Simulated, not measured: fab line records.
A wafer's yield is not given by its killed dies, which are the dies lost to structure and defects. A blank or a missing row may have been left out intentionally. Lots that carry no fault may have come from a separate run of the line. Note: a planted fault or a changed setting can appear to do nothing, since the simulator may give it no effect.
Chamber matching / flow nand harc / NHARC_A_SLIT_ETCH_24 on rie diel-05 has 4 sister chambers
The step etches the open film in CF4/CHF3, target depth 121 nm, time 60.5 s. 8 wafers are shown with their chamber, then 6 later ones without.

== EACH WAFER AND ITS CHAMBER ==
wafer=L516.4; chamber=0; drypump motor current A (A)=5.7; rf vpp V (V)=369.6
wafer=L516.5; chamber=3; drypump motor current A (A)=6.2; rf vpp V (V)=372.6
wafer=L521.5; chamber=2; drypump motor current A (A)=5.7; rf vpp V (V)=368.1
wafer=L525.1; chamber=0; drypump motor current A (A)=5.7; rf vpp V (V)=369.8
wafer=L525.2; chamber=1; drypump motor current A (A)=5.2; rf vpp V (V)=370.1
wafer=L525.3; chamber=3; drypump motor current A (A)=6.2; rf vpp V (V)=372.8
wafer=L531.1; chamber=1; drypump motor current A (A)=5.3; rf vpp V (V)=371.4
wafer=L531.6; chamber=2; drypump motor current A (A)=5.7; rf vpp V (V)=367.1

== WAFERS MISSING THEIR CHAMBER ==
wafer=L537.2; drypump motor current A (A)=5.2; rf vpp V (V)=371.1
wafer=L537.4; drypump motor current A (A)=5.7; rf vpp V (V)=368.2
wafer=L537.5; drypump motor current A (A)=5.2; rf vpp V (V)=369.9
wafer=L539.3; drypump motor current A (A)=5.7; rf vpp V (V)=370.3
wafer=L539.4; drypump motor current A (A)=5.7; rf vpp V (V)=368.2
wafer=L539.6; drypump motor current A (A)=6.2; rf vpp V (V)=372.9

== CHAMBER TAKEN BY EACH ==
wafer=L537.2; from the rows above=1; in truth=1
wafer=L537.4; from the rows above=can't be placed: 2 or 0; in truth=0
wafer=L537.5; from the rows above=1; in truth=1
wafer=L539.3; from the rows above=0; in truth=0
wafer=L539.4; from the rows above=can't be placed: 2 or 0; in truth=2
wafer=L539.6; from the rows above=3; in truth=3
4 of 6 placed correctly. Unplaceable from these rows: 2, with the true chamber sitting among the candidates in 2. Number placed wrongly: 0.
How it was worked out, from the rows above alone: a wafer's distance from a chamber is the root of the sum, over the readings, of the square of ((its reading less the chamber's mean) divided by the reading's scatter). If the next closest chamber is less than 2 further off than the closest, the wafer can't be placed; otherwise it belongs to the closest. Each chamber's mean is taken over the wafers shown for it. The scatter: the root of (the sum of the squares of (reading less its chamber's mean) over the shown wafers, divided by (wafers less chambers)).
